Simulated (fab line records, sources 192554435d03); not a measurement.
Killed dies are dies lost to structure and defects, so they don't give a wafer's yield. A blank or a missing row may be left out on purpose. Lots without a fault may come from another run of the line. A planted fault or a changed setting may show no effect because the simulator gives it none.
fab line records | flow n5_finfet
record lots=5 wafers=15 last_day=16
route steps=1938 shown STI_FIN_REVEAL@192 DUMMY_GATE@212 BEOL_M4@1111 PASSIVATION@1936
lots that met no fault: from a run of the same line without faults
start_h: hours from the record's first day to the start of the lot's first wafer shown | wait_h: hours since the lot's step before | " the same as in the row above | L1.1+2: a row that stands for several wafers | - no value, or no start given | * or withheld: withheld | < > ~ a bound
route shown NAME@n: a module of which the file shows steps, and the number in the route of the first | usual: mean/standard deviation of fault-free wafers | same: alike in all rows | chamber/n: place in a boat | sites: the reading at each site | _std_site: their standard deviation | _edge_site: outer sites' mean less inner sites' | radius_mm: how far each site lies from the wafer's centre | mask NAME#n: copy n | behind: the tool/chamber that last shaped the wafer | hold: why the lot was held/for how many hours/how that ended | device: the transistor (n, p or np) that didn't switch | end of line: the same wafers' tests at the end of the route | a step without rows: its recipe alone | killed: dies lost to structure and defects at the first sort, not the wafer's yield | map: a wafer's dies, x killed, . not, _ none there
set.NAME: the setting as run; set.NAME@STEP: as run at that earlier step | model.NAME: the simulator's own value behind a step, which no gauge read
lots at some steps of the route; a table a step, a row a wafer
services: from which hour (start_h, from the record's first day; less than 0 if before it) a tool's chamber was out of use, for how many hours, and why
## steps
# step N5_STI_FIN_REVEAL_PRECLEAN_25
# recipe chemistry=SPM time_s=90 temp_c=120 mix=4:1
# step N5_STI_FIN_REVEAL_PRECLEAN_26
# recipe chemistry=SC1 time_s=45 temp_c=46 mix=1:2:100
# step N5_STI_FIN_REVEAL_PRECLEAN_29
# recipe chemistry=DHF time_s=30 temp_c=25 dilution=300:1
# step N5_STI_FIN_REVEAL_SRD_12
# recipe time_s=30 temp_c=23 rinse_liquid=diw dry=ipa_marangoni
# step N5_STI_FIN_REVEAL_RECESS_09
# recipe chemistry=HF/NH3 target=SiO2 afs_cycles=11 target_depth_a=425 temp_c=30 sublimation_temp_c=180 sublimation_time_s=60
# step N5_STI_FIN_REVEAL_STRIP_16
# recipe chemistry=H3PO4 material=SiNx temp_c=165 target_depth_a=238 overetch_fraction=0.4964 dry=ipa_marangoni
# step N5_STI_FIN_REVEAL_PRECLEAN_17
# recipe chemistry=NF3:NH3 afs_cycles=1 temp_c=30 time_s=20 sublimation_temp_c=180 sublimation_time_s=60 pressure_torr=3 rf_power_w=30
# step N5_STI_FIN_REVEAL_ETCH_34
# recipe chemistry=H2 mode=isotropic material=Si target=Si target_depth_a=9.7 temp_c=20 pressure_mtorr=4.5 icp_w=300 bias_w=0 h2_flow_sccm=7.5 he_flow_sccm=142.5
# step N5_STI_FIN_REVEAL_OXIDATION_31
# recipe chemistry=O2_PLASMA_REMOTE temp_c=150 time_s=20 pressure_mtorr=1000 source_power_w=2000 o2_flow_sccm=3000
# step N5_STI_FIN_REVEAL_PRECLEAN_32
# recipe chemistry=NF3:NH3 afs_cycles=1 temp_c=30 time_s=20 sublimation_temp_c=180 sublimation_time_s=60 pressure_torr=3 rf_power_w=30
# step N5_STI_FIN_REVEAL_STRIP_35
# recipe chemistry=H3PO4 material=Si3N4 temp_c=165 target_depth_a=40 time_s=39
# step N5_STI_FIN_REVEAL_SRD_21
# recipe dry=ipa_marangoni time_s=30 temp_c=23 rinse_liquid=diw
# step N5_STI_FIN_REVEAL_OXIDATION_33
# recipe chemistry=O2_PLASMA_REMOTE temp_c=150 time_s=20 pressure_mtorr=1000 source_power_w=2000 o2_flow_sccm=3000
# usual chamber_pressure_mTorr=999.9/1.5 drypump_motor_current_A=5.3/0.32 heater_power_w=129/4.2 time_s=20/0
# columns lot.wafer tool chamber start_h wait_h chamber_pressure_mTorr drypump_motor_current_A heater_power_w rf_hours_counter_h time_s
L127.2 plasma_asher-01 1 91.45 0.0 998.9 5.3 129 40 20
L127.5 " 0 " " 998.2 4.9 123 - 20
L127.6 " 1 " " 1001.1 5.3 129 - 20
L135.3 plasma_asher-01 1 139.53 0.0 - - - - -
L135.4 " 0 " " - - - - -
L135.5 " 1 " " - - - - -
L136.2 plasma_asher-01 0 146.07 0.0 - - - - -
L136.5 " 0 " " - - - - -
L136.6 " 1 " " - - - - -
L137.1 plasma_asher-01 1 154.09 0.0 - - - - -
L137.3 " 0 " " - - - - -
L137.6 " 1 " " - - - - -
L139.1 plasma_asher-02 1 162.71 0.0 999.5 5.8 133 96 20
L139.4 " 1 " " 1001.3 5.8 134 - 20
L139.6 " 1 " " 1000.6 5.8 135 - 20
# step N5_STI_FIN_REVEAL_CLEAN_19
# recipe chemistry=O3/DIW temp_c=25 time_s=120 o3_ppm=10
# step N5_STI_FIN_REVEAL_SRD_23
# recipe dry=ipa_marangoni time_s=30 temp_c=23 rinse_liquid=diw
# step N5_STI_FIN_REVEAL_CD_MEAS_22
# recipe target_cd_nm=6.238 pitch_nm=28 polarity=line
# usual cd_nm=6.16/0.25
# columns lot.wafer tool chamber start_h wait_h cd_nm
L127.2 cd_sem-03 - 91.61 0.0 6.26
L127.5 " - " " 5.86
L127.6 " - " " 6.39
L135.3 cd_sem-03 - 139.67 0.0 7.07
L135.4 " - " " 6.86
L135.5 " - " " 7.20
L136.2 cd_sem-01 - 146.23 0.0 6.89
L136.5 " - " " 7.30
L136.6 " - " " 7.05
L137.1 cd_sem-02 - 154.25 0.0 6.80
L137.3 " - " " 7.11
L137.6 " - " " 6.93
L139.1 cd_sem-03 - 162.87 0.0 6.27
L139.4 " - " " 6.25
L139.6 " - " " 6.50
# step N5_STI_FIN_REVEAL_PRECLEAN_18
# recipe chemistry=SC2 time_s=45 temp_c=35 mix=1:1:50
# step N5_STI_FIN_REVEAL_SRD_28
# recipe dry=ipa_marangoni time_s=30 temp_c=23 rinse_liquid=diw
# step N5_DUMMY_GATE_PRECLEAN_00
# recipe chemistry=O3/DIW time_s=60 temp_c=22 o3_ppm=10
# step N5_DUMMY_GATE_SRD_01
# recipe time_s=30 temp_c=23 rinse_liquid=diw dry=ipa_marangoni
# step N5_DUMMY_GATE_ALD_02
# recipe material=SiO2 target_thk_a=20 temp_c=300 ald_precursor_family=BDEAS ald_co_reactant=O2-plasma pulse_time_s=1 pressure_torr=2
# step N5_DUMMY_GATE_CVD_03
# recipe material=a-Si target_thk_a=1500 temp_c=530 precursor=SiH4 time_s=8042
# step N5_DUMMY_GATE_PRECLEAN_46
# recipe chemistry=DIW time_s=89.5 temp_c=23
# step N5_DUMMY_GATE_SRD_47
# recipe dry_time_s=32 dry=n2_spin spin_rpm=1500
# step N5_DUMMY_GATE_CMP_04
# recipe material=a-Si post_cmp_clean=alkaline_brush
# step N5_DUMMY_GATE_HM_DEP_06
# recipe material=SiNx target_thk_a=800 precursor=DCS/NH3 temp_c=700 pressure_mtorr=300 time_s=5141
# step N5_DUMMY_GATE_PECVD_30
# recipe material=SiO2 target_thk_a=550 temp_c=400 precursor=TEOS/O2 pressure_torr=6.5 rf_w=withheld teos_flow_sccm=withheld gas=O2 flow_sccm=2650 time_s=10.8
# step N5_DUMMY_GATE_COAT_34
# recipe resist=SOC temp_c=250 time_s=60 spin_rpm=1500 resist_thk_nm=60
# step N5_DUMMY_GATE_COAT_35
# recipe resist=SiARC temp_c=220 time_s=60 spin_rpm=1500 resist_thk_nm=10
# step N5_DUMMY_GATE_COAT_28
# recipe resist=underlayer temp_c=205 time_s=60 spin_rpm=1500 resist_thk_nm=10
# step N5_DUMMY_GATE_COAT_09
# recipe resist=CAR-EUV spin_rpm=1500 resist_thk_nm=30
# step N5_DUMMY_GATE_EBR_11
# recipe solvent=PGMEA ebr_width_mm=1.5
# step N5_DUMMY_GATE_SOFTBAKE_10
# recipe temp_c=110 time_s=60 resist=CAR-EUV
# step N5_DUMMY_GATE_EXPOSE_12
# recipe mask_id=GATE na=0.33 source_shape=annular sigma_inner=0.2 sigma_outer=0.6 polarization=unpolarized target_cd_nm=25 dose_mj=34
# step N5_DUMMY_GATE_PEB_13
# recipe peb_temp_c=100 peb_time_s=60 resist=CAR-EUV
# step N5_DUMMY_GATE_DEVELOP_14
# recipe develop_time_s=30 developer=TMAH resist=CAR-EUV rinse_liquid=surfactant_rinse dry=air_spin dev_temp_c=23
# step N5_BEOL_M4_RC_MEAS_101
# usual DIBL_N=35.9/1.6 DIBL_P=35.6/2.1 IOFF_N=0.149/0.029 IOFF_N_85C=2.9/0.47 IOFF_N_LIN=0.070/0.012 IOFF_N_LONG=5.5e-05/2.8e-06 IOFF_P=0.20/0.033 IOFF_P_85C=3.5/0.49 IOFF_P_LIN=0.095/0.013 ION_N=671/11 ION_P=460/7.3 REXT_N=74.9/1.9 REXT_P=100.9/2.6 SS_N=71.4/0.62 SS_P=73.2/0.65 VT_N=251/3.1 VT_N_LONG=275.3/2.3 VT_N_LVT=100/3.7 VT_P=-251/3.4
# columns lot.wafer tool chamber start_h wait_h DIBL_N[mV/V] DIBL_P[mV/V] IOFF_N[nA/um] IOFF_N_85C[nA/um] IOFF_N_LIN[nA/um] IOFF_N_LONG[nA/um] IOFF_P[nA/um] IOFF_P_85C[nA/um] IOFF_P_LIN[nA/um] ION_N[uA/um] ION_P[uA/um] REXT_N[ohm.um] REXT_P[ohm.um] SS_N[mV/dec] SS_P[mV/dec] VT_N[mV] VT_N_LONG[mV] VT_N_LVT[mV] VT_P[mV]
L127.2 prober-01 0 222.77 0.2 35.2 35.6 0.148 2.9 0.070 5.54e-05 0.20 3.6 0.101 677 470 72.9 100.5 70.5 73.3 251 272.9 100 -247
L127.5 " 0 " " 34.3 34.7 0.128 2.6 0.062 5.55e-05 0.19 3.3 0.094 666 459 73.1 100.7 70.7 73.2 254 276.4 103 -249
L127.6 " 0 " " 34.4 34.8 0.140 2.8 0.066 5.53e-05 0.19 3.5 0.097 675 461 72.6 100.7 71.5 73.0 252 275.3 100 -252
L135.3 prober-02 0 274.11 0.3 39.8 41.9 0.259 4.7 0.132 6.73e-05 0.30 4.9 0.155 702 473 70.8 95.1 73.1 74.8 244 266.2 93 -244
L135.4 " 0 " " 42.5 44.0 0.325 5.7 0.154 6.96e-05 0.36 5.6 0.172 715 481 69.7 94.9 73.3 75.8 240 266.3 90 -245
L135.5 " 0 " " 44.5 46.3 0.416 7.0 0.190 6.98e-05 0.44 6.7 0.201 723 497 70.1 94.3 74.0 75.8 235 266.0 86 -243
L136.2 prober-02 0 277.19 0.2 43.5 45.9 0.364 6.3 0.175 7.02e-05 0.39 6.2 0.185 720 484 71.1 95.4 73.1 75.5 236 266.2 85 -245
L136.5 " 0 " " 42.7 44.7 0.332 5.9 0.164 6.98e-05 0.35 5.7 0.174 715 484 70.4 94.7 73.1 75.4 236 266.9 86 -243
L136.6 " 0 " " 42.1 43.3 0.307 5.5 0.150 6.92e-05 0.33 5.4 0.166 715 479 71.2 94.0 72.5 75.6 239 266.7 87 -244
L137.1 prober-02 0 280.85 0.0 40.3 42.7 0.321 5.5 0.156 7.58e-05 0.37 5.8 0.189 718 490 66.5 92.7 72.7 75.5 235 264.7 87 -240
L137.3 " 0 " " 43.9 44.9 0.417 6.9 0.184 7.57e-05 0.44 6.7 0.211 718 485 66.4 91.3 72.8 75.3 235 262.6 86 -240
L137.6 " 0 " " 42.4 44.2 0.370 6.3 0.167 7.62e-05 0.43 6.4 0.206 712 481 67.9 91.8 72.6 75.3 236 262.6 87 -240
L139.1 prober-02 0 288.83 0.0 36.2 35.5 0.185 3.5 0.083 5.88e-05 0.22 4.0 0.107 677 463 75.1 104.1 71.8 74.1 248 273.8 95 -250
L139.4 " 0 " " 38.2 38.7 0.225 4.1 0.100 5.87e-05 0.28 4.8 0.125 694 476 74.6 103.0 71.9 74.4 244 272.3 92 -247
L139.6 " 0 " " 38.2 38.4 0.237 4.2 0.104 5.8e-05 0.28 4.8 0.124 687 464 75.6 103.6 72.3 75.4 243 273.7 92 -249
# step N5_PASSIVATION_PROBE_49
# usual defect_limited_yield=90.9/1.5 killed_at_M0_to_M3=36/9.9 killed_at_M4_up=13/4.5 killed_at_contacts=13/6.4 killed_at_front_end=42/12 killed_at_other=3.4/3 killed_dies=107/18 killed_open=69/13 killed_short=35/8.2 sort_bin_4_leakage=0/0 sort_bin_5_function=5.3/1.1 sort_bin_6_memory=3.4/0.69 sort_n_pass=1073/18 sort_yield_pct=90.9/1.5
# same gross_dies=1180 killed_at_back_side=0 sort_bin_8_speed[%]=0
# columns lot.wafer tool chamber start_h wait_h defect_limited_yield[%] killed_at_M0_to_M3 killed_at_M4_up killed_at_contacts killed_at_front_end killed_at_other killed_dies killed_open killed_short sort_bin_4_leakage[%] sort_bin_5_function[%] sort_bin_6_memory[%] sort_n_pass sort_yield_pct[%]
L127.2 prober-01 - 317.80 0.1 93.1 22 11 5 43 1 82 45 35 0 3.9 2.6 1098 93.1
L127.5 prober-01 - 317.95 0.2 90.4 32 14 8 56 3 113 64 45 0 5.8 3.2 1067 90.4
L127.6 prober-01 - 318.00 0.3 91.5 35 11 10 36 8 100 56 36 0 4.5 3.0 1080 91.5
L136.2 prober-01 - 376.56 1.1 90.1 30 14 6 58 9 117 75 40 9.41 5.5 4.2 952 80.7
L136.5 prober-01 - 376.71 1.3 92.1 44 9 7 30 3 93 58 33 5.51 4.4 3.2 1022 86.6
L136.6 prober-01 - 376.76 1.3 90.8 42 13 12 41 1 109 70 39 1.02 5.8 3.2 1059 89.7
L137.1 prober-01 - 376.81 0.8 87.9 50 17 9 64 3 143 95 44 1.27 7.0 4.6 1022 86.6
L137.3 prober-01 - 376.91 0.9 89.2 49 16 4 58 0 127 86 38 15.59 5.8 4.5 869 73.6
L137.6 prober-01 - 377.06 1.0 89.1 32 18 15 62 2 129 81 45 5.42 6.7 3.6 987 83.6
L135.3 prober-01 - 382.25 0.1 91.0 27 12 15 47 5 106 67 36 0.34 5.7 2.9 1070 90.7
L135.4 prober-01 - 382.30 0.2 93.5 20 18 10 26 3 77 50 23 3.81 3.6 2.6 1058 89.7
L135.5 prober-01 - 382.35 0.2 93.1 15 11 11 27 17 81 48 29 33.22 4.1 2.4 707 59.9
L139.1 prober-01 - 391.63 0.0 88.6 37 19 14 60 5 135 93 37 0 6.5 4.7 1045 88.6
L139.4 prober-01 - 391.78 0.2 93.9 23 19 5 24 1 72 44 26 0 3.6 2.4 1108 93.9
L139.6 prober-01 - 391.88 0.3 93.2 22 17 9 30 2 80 48 31 0 4.2 2.3 1100 93.2
# killed by level:class
L127.2 FIN_SAQP:geometric_particle:open=11 STI_FIN_REVEAL:geometric_particle:open=9 FIN_SAQP:geometric_particle:short=7 BEOL_M3:geometric_particle:open=7 MOL_CONTACT_COAG:geometric_particle:open=5 BEOL_M3:geometric_particle:short=4 STARTING-WAFER:geometric_particle:short=4 GATE_CUT:geometric_particle:short=3
L127.5 FIN_SAQP:geometric_particle:short=10 FIN_SAQP:geometric_particle:open=9 BEOL_M0_SAQP:geometric_particle:short=7 STI_FIN_REVEAL:geometric_particle:open=5 GATE_CUT:geometric_particle:short=5 MOL_CONTACT_COAG:geometric_particle:open=5 BEOL_M1:geometric_particle:open=5 BEOL_M3:geometric_particle:open=5
L127.6 FIN_SAQP:geometric_particle:short=10 BEOL_M1:geometric_particle:open=9 HKMG_FIN:area_etch=8 MOL_CONTACT_COAG:geometric_particle:open=7 BEOL_M0:geometric_particle:open=6 FIN_SAQP:geometric_particle:open=5 BEOL_M0_SAQP:geometric_particle:short=5 BEOL_M3:geometric_particle:open=5
L136.2 FIN_SAQP:geometric_particle:short=14 BEOL_M2:geometric_particle:open=12 STI_FIN_REVEAL:geometric_particle:open=8 FIN_SAQP:geometric_particle:open=7 DUMMY_GATE:geometric_particle:open=6 BEOL_M0_SAQP:geometric_particle:open=6 GATE_CUT:geometric_particle:short=5 BEOL_M1:geometric_particle:open=5
L136.5 BEOL_M1:geometric_particle:open=15 FIN_SAQP:geometric_particle:short=14 BEOL_M3:geometric_particle:open=9 BEOL_M2:geometric_particle:open=8 BEOL_M4:geometric_particle:open=5 MOL_CONTACT_COAG:geometric_particle:open=4 BEOL_M0_SAQP:geometric_particle:open=4 ILD0:geometric_particle:open=3
L136.6 BEOL_M2:geometric_particle:open=15 BEOL_M4:geometric_particle:open=8 FIN_SAQP:geometric_particle:short=6 MOL_CONTACT_COAG:geometric_particle:open=6 MOL_CONTACT_COAG:geometric_particle:short=6 BEOL_M1:geometric_particle:open=6 FIN_SAQP:geometric_particle:open=5 STI_FIN_REVEAL:geometric_particle:open=5
L137.1 FIN_SAQP:geometric_particle:open=20 GATE_CUT:geometric_particle:short=15 STI_FIN_REVEAL:geometric_particle:open=13 BEOL_M2:geometric_particle:open=11 BEOL_M1:geometric_particle:open=8 BEOL_M4:geometric_particle:open=8 BEOL_M3:geometric_particle:open=8 BEOL_M0:geometric_particle:open=7
L137.3 STI_FIN_REVEAL:geometric_particle:open=18 BEOL_M3:geometric_particle:open=15 BEOL_M2:geometric_particle:open=11 FIN_SAQP:geometric_particle:open=8 GATE_CUT:geometric_particle:short=7 BEOL_M4:geometric_particle:open=7 FIN_SAQP:geometric_particle:short=6 STARTING-WAFER:geometric_particle:open=5
L137.6 FIN_SAQP:geometric_particle:open=17 MOL_CONTACT_COAG:geometric_particle:open=11 BEOL_M5:geometric_particle:open=9 FIN_SAQP:geometric_particle:short=8 DUMMY_GATE:geometric_particle:open=7 STI_FIN_REVEAL:geometric_particle:open=5 GATE_CUT:geometric_particle:short=5 BEOL_M2:geometric_particle:open=5
L135.3 MOL_CONTACT_COAG:geometric_particle:open=13 FIN_SAQP:geometric_particle:short=9 FIN_SAQP:geometric_particle:open=9 DUMMY_GATE:geometric_particle:open=8 BEOL_M3:geometric_particle:open=8 BEOL_M1:geometric_particle:open=7 STARTING-WAFER:geometric_particle:short=5 BEOL_M0_SAQP:geometric_particle:open=5
L135.4 MOL_CONTACT_COAG:geometric_particle:open=10 BEOL_M4:geometric_particle:open=8 BEOL_M0_SAQP:geometric_particle:short=6 BEOL_M1:geometric_particle:open=5 STARTING-WAFER:geometric_particle:open=5 FIN_SAQP:geometric_particle:short=4 FIN_SAQP:geometric_particle:open=4 STARTING-WAFER:geometric_particle:short=4
L135.5 MOL_CONTACT_COAG:geometric_particle:open=6 BEOL_M4:geometric_particle:open=5 FIN_SAQP:geometric_particle:short=4 GATE_CUT:geometric_particle:open=4 MOL_CONTACT_COAG:geometric_particle:short=4 BEOL_M0_SAQP:geometric_particle:open=4 BEOL_M1:geometric_particle:open=4 PAD_METAL:geometric_particle:short=4
L139.1 FIN_SAQP:geometric_particle:open=27 FIN_SAQP:geometric_particle:short=19 BEOL_M3:geometric_particle:open=15 MOL_CONTACT_COAG:geometric_particle:open=12 BEOL_M4:geometric_particle:open=11 BEOL_M2:geometric_particle:open=7 BEOL_M0_SAQP:geometric_particle:open=4 BEOL_M3:geometric_particle:short=4
L139.4 BEOL_M4:geometric_particle:open=9 FIN_SAQP:geometric_particle:open=8 BEOL_M0_SAQP:geometric_particle:open=6 BEOL_M0_SAQP:geometric_particle:short=6 FIN_SAQP:geometric_particle:short=5 BEOL_M5:geometric_particle:open=4 DUMMY_GATE:geometric_particle:open=3 MOL_CONTACT_COAG:geometric_particle:open=3
L139.6 FIN_SAQP:geometric_particle:short=11 BEOL_M4:geometric_particle:open=8 FIN_SAQP:geometric_particle:open=7 MOL_CONTACT_COAG:geometric_particle:open=7 BEOL_M2:geometric_particle:open=6 DUMMY_GATE:geometric_particle:open=4 BEOL_M0_SAQP:geometric_particle:open=4 BEOL_M3:geometric_particle:short=4
# map L135.3 (x killed, . not)
_________________x...........________________
______________......x..xx...x..._____________
___________.....x......x...........__________
__________.........................._________
________......x.................x....._______
_______..x.........................x..x______
______.....x......x....................._____
_____..x.x...................x...........____
____.................x.............x......___
___..............................x....x....__
___.....x.............x.............x.x.x..__
__..........x..........x..................x._
__.x.x........................x.........x..._
_x......x.....x..x.............x..........x..
_x.........xx....x..xx......x....x.......xx..
_.........x..................................
_xx..x..........x............................
_.........x.....x.......x........x.......x...
_x...........x..........x......x..x......x..x
_.......x.................xx.................
_x....x.x.............x......................
__..............xxx.........x..............._
__.........xx............x.................._
___...........x........................x...__
___..............x.............x...........__
____...........................xx.........___
_____.x.................x................____
______........x.......x.xx...........x.._____
_______x............x..x..........x....______
________.......x.....x................_______
__________.........x...x............_________
___________....x.......x..x........__________
______________...........x..x..._____________
_________________............________________
# map L136.2 (x killed, . not)
_________________.......x....________________
______________.....x......x....._____________
___________........................__________
__________...........x.............._________
________...x...............x...x.....x_______
_______.....x.x..................x.....______
______...........x..............x...x..._____
_____......x.............................____
____.x..........x..x............x.........___
___............x.......................x.x.__
___....x...x...................x......x..x.__
__....x..x..xx...x.x.x....x...........x....._
__...x........x................x..x.x......._
_.x..x.......................x...x.......x...
_..................x...x..........x.xx..x.x..
_...x........................................
_.....x........x....x.....................x..
_.................................x...x......
_.x....x................x.............x......
_................xx......x...x.............x.
_.......x..................x.x.........x...xx
__............x...x...x............x........_
__..................x................xx....._
___.......................x.........x......__
___..................x.......x..x.x...x....__
____x..x.....x..x...xxx............x......___
_____.....x..x...........x.x........xx...____
______................................x._____
_______.............x..................______
________x.......x.......x.....x......._______
__________.........x.......xx......._________
___________....x........xx.........__________
______________.................._____________
_________________x.........x.________________
## services
# columns tool chamber start_h hours kind
plasma_asher-02 - 76.57 4.5 repair
plasma_asher-02 - 110.53 14.6 pm
plasma_asher-02 - 144.66 1.6 repair
## key
first_sign step=N5_STI_FIN_REVEAL_OXIDATION_33 reading=tool_record direction=missing
effect step=N5_STI_FIN_REVEAL_CD_MEAS_22 reading=cd_nm direction=up sigmas=3.4 usual=6.16 struck=7.03
effect step=N5_BEOL_M4_RC_MEAS_101 reading=IOFF_N_LIN direction=up sigmas=8.1 usual=0.070 struck=0.164
effect step=N5_BEOL_M4_RC_MEAS_101 reading=IOFF_P_LIN direction=up sigmas=7.1 usual=0.095 struck=0.184
effect step=N5_BEOL_M4_RC_MEAS_101 reading=IOFF_N direction=up sigmas=6.7 usual=0.149 struck=0.346
effect step=N5_BEOL_M4_RC_MEAS_101 reading=IOFF_N_85C direction=up sigmas=6.6 usual=2.9 struck=6.0
effect step=N5_BEOL_M4_RC_MEAS_101 reading=IOFF_N_LONG direction=up sigmas=6 usual=5.5e-05 struck=7.15e-05
effect step=N5_BEOL_M4_RC_MEAS_101 reading=IOFF_P direction=up sigmas=5.4 usual=0.20 struck=0.38
effect step=N5_BEOL_M4_RC_MEAS_101 reading=IOFF_P_85C direction=up sigmas=5.1 usual=3.5 struck=5.9
effect step=N5_BEOL_M4_RC_MEAS_101 reading=VT_N direction=down sigmas=4.4 usual=251 struck=237
effect step=N5_BEOL_M4_RC_MEAS_101 reading=VT_N_LONG direction=down sigmas=4.3 usual=275.3 struck=265.4
effect step=N5_BEOL_M4_RC_MEAS_101 reading=DIBL_P direction=up sigmas=4.1 usual=35.6 struck=44.2
effect step=N5_BEOL_M4_RC_MEAS_101 reading=DIBL_N direction=up sigmas=4.1 usual=35.9 struck=42.4
effect step=N5_BEOL_M4_RC_MEAS_101 reading=ION_N direction=up sigmas=4 usual=671 struck=715
effect step=N5_PASSIVATION_PROBE_49 reading=sort_bin_4_leakage direction=up sigmas=99+ usual=0 struck=8.40
met_at N5_STI_FIN_REVEAL_OXIDATION_33
struck_wafers L135.3,L135.4,L135.5,L136.2,L136.5,L136.6,L137.1,L137.3,L137.6
onset_between 91.45 139.53
fault kind=skipped_step_whole tool=plasma_asher-01 chamber=- onset_h=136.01 steps=N5_STI_FIN_REVEAL_OXIDATION_33 scope=struck_lots_only
